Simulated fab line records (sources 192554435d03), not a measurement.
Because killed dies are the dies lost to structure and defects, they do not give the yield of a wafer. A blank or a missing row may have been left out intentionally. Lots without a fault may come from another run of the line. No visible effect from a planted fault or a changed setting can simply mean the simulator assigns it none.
What tool caused it? | flow n5 finfet | Sampling: 9 lots, 27 wafers, 5 of 1938 route steps

WHAT THE GAUGES READ, wafer by wafer
N5_HKMG_FIN_INSPECT_61: inspects for defects (macro).
lot  | measured    | on                | raw defect count
L415 | day 4 10:20 | defect inspect-01 | 1 0 0
L417 | day 4 23:11 | defect inspect-01 | 1 2 3
L418 | day 5 05:32 | defect inspect-01 | 2 0 2
L419 | day 5 11:59 | defect inspect-01 | 3 2 4
L420 | day 5 18:31 | defect inspect-01 | 3 3 4
L426 | day 7 06:35 | defect inspect-02 | 2 1 1
L427 | day 7 10:41 | defect inspect-02 | 3 4 1
L433 | day 8 23:07 | defect inspect-02 | 1 0 1
L435 | day 9 16:53 | defect inspect-02 | 4 4 2

N5_BEOL_M4_RC_MEAS_101.
lot  | measured     | on        | DIBL_N (mV/V)  | DIBL_P (mV/V)  | IOFF_N (nA/um)       | IOFF_N_85C (nA/um) | IOFF_N_LIN (nA/um)   | IOFF_N_LONG (nA/um)          | IOFF_P (nA/um) | ION_N (uA/um) | ION_P (uA/um) | SS_N (mV/dec)  | SS_P (mV/dec)  | VT_N (mV)         | VT_N_LONG (mV)    | VT_P (mV)      | VT_P_LVT (mV)
L415 | day 8 07:10  | prober-01 | 37.2 37.2 37.5 | 38.0 37.4 38.2 | 0.170 0.169 0.181    | 3.4 3.4 3.6        | 0.078 0.076 0.079    | 5.56e-05 5.54e-05 5.59e-05   | 0.25 0.24 0.24 | 663 668 666   | 456 462 459   | 71.9 71.2 71.9 | 73.8 73.4 73.8 | 245.9 249.0 246.9 | 272.3 273.8 273.5 | -246 -248 -248 | -97.3 -97.1 -96.7
L417 | day 9 00:22  | prober-02 | 34.6 36.9 37.7 | 33.8 36.4 38.1 | 0.118 0.154 0.176    | 2.4 2.9 3.3        | 0.056 0.070 0.081    | 5.88e-05 5.91e-05 5.91e-05   | 0.20 0.25 0.27 | 651 661 682   | 458 462 477   | 70.6 72.2 72.1 | 72.5 72.9 74.1 | 254.1 247.8 249.6 | 270.2 273.4 273.7 | -248 -247 -243 | -97.0 -95.0 -93.5
L418 | day 9 09:47  | prober-01 | 37.6 39.0 37.6 | 38.4 39.6 38.6 | 40.700 43.328 39.924 | 323.7 342.7 313.4  | 17.964 18.670 17.618 | 0.010475 0.01028 0.010319    | 0.24 0.26 0.24 | 966 968 972   | 458 460 469   | 72.5 72.6 71.8 | 74.3 74.2 73.8 | 95.3 94.5 96.2    | 124.4 124.5 124.5 | -249 -252 -249 | -250.2 -249.2 -250.7
L419 | day 9 07:05  | prober-01 | 37.5 35.5 38.3 | 36.9 34.4 37.3 | 34.830 27.078 36.218 | 280.3 231.9 294.3  | 15.362 12.560 15.814 | 0.01035 0.010487 0.010176    | 0.25 0.20 0.27 | 975 951 965   | 470 464 467   | 72.3 71.2 71.6 | 73.5 72.7 73.2 | 98.1 100.0 97.9   | 124.3 125.0 125.0 | -245 -249 -244 | -246.5 -246.7 -246.5
L420 | day 9 17:22  | prober-01 | 34.2 35.7 34.1 | 35.5 37.6 35.9 | 28.767 35.014 29.163 | 239.2 286.6 243.2  | 13.294 15.831 13.458 | 0.010225 0.0098511 0.0099982 | 0.18 0.22 0.19 | 932 956 939   | 448 455 455   | 71.5 71.9 71.8 | 73.3 73.5 73.8 | 100.5 97.3 100.5  | 123.9 123.6 123.5 | -253 -252 -254 | -252.3 -248.4 -250.7
L426 | day 11 15:20 | prober-01 | 35.8 35.5 37.7 | 37.2 36.3 37.8 | 0.162 0.154 0.188    | 3.2 3.1 3.6        | 0.077 0.072 0.086    | 5.98e-05 5.92e-05 5.95e-05   | 0.23 0.21 0.27 | 688 684 680   | 474 465 469   | 70.9 71.5 71.4 | 72.8 72.7 73.5 | 247.3 248.5 244.9 | 272.0 272.3 276.8 | -246 -248 -244 | -95.0 -96.8 -92.9
L427 | day 11 17:55 | prober-01 | 35.4 35.2 37.6 | 36.1 35.5 38.1 | 0.172 0.160 0.204    | 3.3 3.1 3.9        | 0.080 0.073 0.088    | 5.75e-05 5.81e-05 5.8e-05    | 0.22 0.21 0.25 | 688 664 683   | 466 464 463   | 72.0 70.9 71.9 | 73.5 73.1 74.3 | 246.6 251.5 245.7 | 271.5 275.2 274.9 | -246 -246 -245 | -96.5 -98.2 -97.0
L433 | day 12 22:25 | prober-01 | 39.8 38.6 38.2 | 39.1 37.8 37.4 | 0.201 0.186 0.171    | 3.8 3.5 3.3        | 0.084 0.083 0.077    | 5.39e-05 5.47e-05 5.34e-05   | 0.26 0.25 0.23 | 667 684 666   | 458 467 463   | 71.8 71.5 71.7 | 74.0 73.6 73.3 | 250.8 249.1 248.9 | 275.5 274.0 276.9 | -245 -245 -247 | -98.3 -97.8 -98.1
L435 | day 13 12:08 | prober-02 | 35.3 34.5 35.9 | 31.4 30.9 32.4 | 0.130 0.117 0.137    | 2.6 2.4 2.8        | 0.062 0.057 0.061    | 5.44e-05 5.46e-05 5.42e-05   | 0.15 0.14 0.16 | 674 669 660   | 453 450 446   | 71.3 70.8 70.6 | 72.9 72.6 72.0 | 250.6 251.5 250.8 | 276.7 275.2 275.9 | -258 -257 -255 | -102.9 -103.5 -102.8

TOOL THAT RAN EACH LOT (tool first, then ch and the chambers of the sampled wafers, then the start)
lot  | N5_HKMG_FIN_STRIP_93              | N5_HKMG_FIN_WET_ETCH_76            | N5_HKMG_FIN_PWFM_ALD_03
L415 | rie diel-04 ch 0,2, day 4 11:06   | wet bench-05 ch 0,1,7, day 4 11:11 | ald metal-01 ch 0,1,2, day 4 12:49
L417 | rie diel-04 ch 0,3, day 4 23:56   | wet bench-05 ch 2,4,6, day 5 00:02 | ald metal-04 ch 0,2,3, day 5 01:50
L418 | rie diel-03 ch 0,1,3, day 5 06:17 | wet bench-05 ch 4,6,7, day 5 06:22 | ald metal-04 ch 0,1,2, day 5 08:03
L419 | rie diel-06 ch 0,2,3, day 5 13:02 | wet bench-05 ch 0,4,7, day 5 13:07 | ald metal-01 ch 1,2,3, day 5 14:51
L420 | rie diel-03 ch 1,3, day 5 19:38   | wet bench-05 ch 0,2,4, day 5 19:46 | ald metal-04 ch 0,1,3, day 5 21:43
L426 | rie diel-03 ch 0,2, day 7 07:20   | wet bench-05 ch 1,5,7, day 7 07:33 | ald metal-03 ch 0,3, day 7 09:16
L427 | rie diel-06 ch 1,2,3, day 7 11:26 | wet bench-03 ch 1,2,4, day 7 11:31 | ald metal-04 ch 1,3, day 7 13:12
L433 | rie diel-06 ch 1,2,3, day 8 23:52 | wet bench-05 ch 2,3,7, day 8 23:58 | ald metal-04 ch 2,3, day 9 01:52
L435 | rie diel-04 ch 0,2,3, day 9 17:39 | wet bench-03 ch 1,2,5, day 9 17:44 | ald metal-04 ch 0,2,3, day 9 19:30
- N5_HKMG_FIN_STRIP_93: strips SOC in N2/H2, time 20 s.
- N5_HKMG_FIN_WET_ETCH_76: etches Al2O3 in dNH4OH, stops on La2O3, target depth 2.25 nm, rinse time 30 s.
- N5_HKMG_FIN_PWFM_ALD_03: deposits TiN, target thk 2 nm, pulse time 1 s, purge time 3 s.

AS READ BY THE TOOLS THEMSELVES (means over the sampled wafers that have a number; for cases with no such wafer, the mark the record gives instead)
N5_HKMG_FIN_STRIP_93.
lot  | tool        | chamber pressure mTorr (mTorr) | drypump motor current A (A) | oes product au (a.u.) | rf vpp V (V) | showerhead plenum p Torr (Torr) | throttle valve pct (%)
L415 | rie diel-04 | 50.05                          | 5.5                         | 0.90                  | 54.9         | 3.53                            | 19.0
L417 | rie diel-04 | 50.02                          | 5.4                         | 0.92                  | 54.6         | 3.52                            | 19.0
L418 | rie diel-03 | 50.03                          | 5.4                         | 0.78                  | 53.8         | 3.36                            | 19.3
L419 | rie diel-06 | 49.96                          | 5.7                         | 0.77                  | 54.0         | 3.37                            | 19.2
L420 | rie diel-03 | 50.02                          | 5.7                         | 0.69                  | 53.0         | 3.41                            | 19.6
L426 | rie diel-03 | 50.02                          | 5.3                         | 0.90                  | 54.0         | 3.38                            | 18.8
L427 | rie diel-06 | 50.03                          | 5.6                         | 0.77                  | 54.9         | 3.33                            | 19.4
L433 | rie diel-06 | 50.01                          | 5.6                         | 0.76                  | 54.7         | 3.32                            | 19.4
L435 | rie diel-04 | 50.01                          | 5.5                         | 0.85                  | 55.0         | 3.46                            | 18.8

N5_HKMG_FIN_WET_ETCH_76.
lot  | tool         | bath heat duty pct (%) | rinse temp c (C)
L415 | wet bench-05 | 6.5                    | 23.18
L417 | wet bench-05 | 5.9                    | 22.97
L418 | wet bench-05 | -                      | -
L419 | wet bench-05 | -                      | -
L420 | wet bench-05 | -                      | -
L426 | wet bench-05 | 6.4                    | 22.93
L427 | wet bench-03 | 6.1                    | 22.95
L433 | wet bench-05 | 6.2                    | 23.11
L435 | wet bench-03 | 6.3                    | 22.94

N5_HKMG_FIN_PWFM_ALD_03.
lot  | tool         | heater power w (W) | precursor pulse height rel
L415 | ald metal-01 | 726                | 0.995
L417 | ald metal-04 | 907                | 1.016
L418 | ald metal-04 | 920                | 1.001
L419 | ald metal-01 | 828                | 1.002
L420 | ald metal-04 | 915                | 1.026
L426 | ald metal-03 | 795                | 0.991
L427 | ald metal-04 | 867                | 1.000
L433 | ald metal-04 | 871                | 1.000
L435 | ald metal-04 | 905                | 0.995

THE ANSWER, worked out from the rows above alone
Rule: what is usual is taken from the lots themselves. The widest of any qualifying gaps counts: lots, ordered by their means at a reading, are off when they make up no more than a third of the lots, leave a main group of 4 or more, and stand apart from it by 3 or more times the standard deviation of that group's means. The tables above print the reading to a certain number of digits; a main group whose means all agree to those digits is not used. A lot without any number at a reading at which 4 lots or more have one is off too. Any other lot the step has rows for is counted as sound. Order of review: gauges by route order, followed by the tools' own readings, for which a lot's mean as printed above is used. The first step at which some lot is off is used, and at that step the reading that is off furthest; a lot without a number counts as furthest.
Off: L418, L419, L420, at N5_BEOL_M4_RC_MEAS_101 (IOFF_N_LONG). Main group: mean 5.67e-05 nA/um, sd 2.2e-06.
If a tool, at a process step before that reading, ran all the lots that are off and no sound lot after the first of them, it fits. The gauges at N5_BEOL_M4_RC_MEAS_101 aren't tried: what is off there is off at N5_HKMG_FIN_WET_ETCH_76 too, on other tools, and a gauge's error can't cause that. Not one of the candidates tried fits.

WHAT WAS PUT IN BY THE SIMULATOR
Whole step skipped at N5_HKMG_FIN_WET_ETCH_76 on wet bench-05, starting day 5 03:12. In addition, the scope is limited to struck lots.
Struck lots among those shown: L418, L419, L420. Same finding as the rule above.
